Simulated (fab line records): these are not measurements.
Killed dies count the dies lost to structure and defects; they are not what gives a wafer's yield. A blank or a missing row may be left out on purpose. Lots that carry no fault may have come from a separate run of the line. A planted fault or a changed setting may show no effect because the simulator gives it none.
Struck lot and sound lot, side by side :: flow n5 finfet :: 16 steps out of a route of 1938
Sound: these wafers, L427.3, L427.4, L427.6. Wafers L429.1, L429.5, L429.6 were the ones struck. The cause is given at the end.
For every step that has rows: the tool of each side, followed by ch and its chambers, followed by its first start. Under that, the readings that differ: sound wafers :: struck wafers :: difference of the means :: sigmas: that difference in standard deviations of wafers without a fault.
alike: words and numbers the same on both sides, and readings whose means are apart by under 2 such deviations; not compared: readings that were withheld, readings missing a value for some wafer, numbers with overlapping values and no deviation given by the record, and bounds like >300 which may hide the same value.
A row with sigmas, a row that says differs or no value, or rows on one side alone: a step with any of these is where the two part. Non-overlapping numbers with no deviation appear without sigmas and do not part them. A reading that every wafer of one side lacks parts them only if that side has two wafers or more.

first, 2 steps without rows for these wafers: N5_MOL_CONTACT_COAG_CONTACT_ETCH_14 (etches SiO2 in C4F6/O2, target depth 27.5 nm, overetch 8.5 nm, time 20 s); N5_MOL_CONTACT_COAG_STRIP_109 (strips in C4F6/O2).
N5_MOL_CONTACT_COAG_ETCH_15: etches SiNx in CH3F/O2, stops on Si:P, target depth 7 nm.
  sound on rie diel-05 ch 1,3, day 4 20:50; struck on rie diel-05 ch 0,2,3, day 5 10:00
  alike: CH3F_flow_sccm, drypump motor current A, oes product au, rf vpp V, showerhead plenum p Torr, throttle valve pct
  not compared: rf hours counter h
N5_MOL_CONTACT_COAG_ETCH_110: etches Si in CF4/O2, target depth 2.5 nm, time 8 s.
  sound on rie diel-05 ch 1,3, day 4 20:53; struck on rie diel-05 ch 0,2,3, day 5 10:04
  alike: cf4 flow sccm, drypump motor current A, oes product au, rf vpp V, showerhead plenum p Torr, throttle valve pct
  not compared: rf hours counter h
N5_MOL_CONTACT_COAG_STRIP_98: strips in N2/H2.
  sound on rie diel-05 ch 1,3, day 4 20:56; struck on rie diel-05 ch 0,2,3, day 5 10:07
  alike: drypump motor current A, oes product au, power w, rf vpp V, showerhead plenum p Torr, throttle valve pct
  not compared: rf hours counter h
N5_MOL_CONTACT_COAG_CD_MEAS_99: target cd 17.2 nm.
  struck on cd sem-03, day 5 10:11; sound on cd sem-01, day 4 21:01
  alike: cd nm
then, 2 steps without rows for these wafers: N5_MOL_CONTACT_COAG_IMPLANT_129; N5_MOL_CONTACT_COAG_PRECLEAN_111 (cleans in NF3:NH3, afs cycles 1, time 20 s, sublimation time 60 s).
N5_MOL_CONTACT_COAG_TI_SIL_19: material Ti, target thk 4.2 nm, time 15 s.
  struck on pvd sputter-03, day 5 14:05; sound on pvd sputter-02, day 4 21:29
  alike: throttle valve pct
then, 1 step without rows for these wafers: N5_MOL_CONTACT_COAG_ALD_20 (deposits TiN, target thk 1.5 nm, pulse time 1 s, purge time 3 s).
N5_MOL_CONTACT_COAG_SIL_ANNEAL_21: time 60 s.
  sound on rtp anneal-01 ch 0, day 4 22:08; struck on rtp anneal-02 ch 0, day 5 14:38
reading: lamp power pct (%)
sound: 5.3 5.3 5.3
struck: 6.2 6.2 6.3
difference: +0.9
sigmas: +2
  alike: wafer_temp_C_max
then, 1 step without rows for these wafers: N5_MOL_CONTACT_COAG_PRE_CLEAN_141 (time 60 s).
N5_MOL_CONTACT_COAG_SPUTTER_143: material Co, target thk 2.5 nm.
  struck on pvd sputter-02, day 5 15:27; sound on pvd sputter-02, day 4 23:58
reading: model.Co_of_MOL_CONTACT_COAG_SPUTTER_143.thk nm (nm)
sound: 2.6 2.6 2.4
struck: 2 1.8 1.8
difference: -1
sigmas: 
  alike: throttle valve pct
then, 1 step without rows for these wafers: N5_MOL_CONTACT_COAG_CO_FILL_22 (material Co, precursor CCTBA/H2, target thk 20 nm).
-- record jumps: 3 days separate the struck wafers' starts on either side; left off in module MOL_CONTACT_COAG, taken up again in module BEOL_M4, whose first shown step is the route's number 1111 --
N5_BEOL_M4_RC_MEAS_101:
  sound on prober-02 ch 0, day 8 06:19; struck on prober-02 ch 0, day 8 23:52
  alike: DIBL_N, DIBL_P, IOFF_N, IOFF_P, ION_N, ION_P, SS_N, SS_P, VT_N, VT_P
after that, 1 step had no rows for these wafers: N5_PASSIVATION_PROBE_49.

## WHERE THEY PART
Only at N5_MOL_CONTACT_COAG_SIL_ANNEAL_21, within this record. Later steps at which nothing parts them and some readings are alike: N5_MOL_CONTACT_COAG_SPUTTER_143, N5_BEOL_M4_RC_MEAS_101.

WHY: what the simulator had put in
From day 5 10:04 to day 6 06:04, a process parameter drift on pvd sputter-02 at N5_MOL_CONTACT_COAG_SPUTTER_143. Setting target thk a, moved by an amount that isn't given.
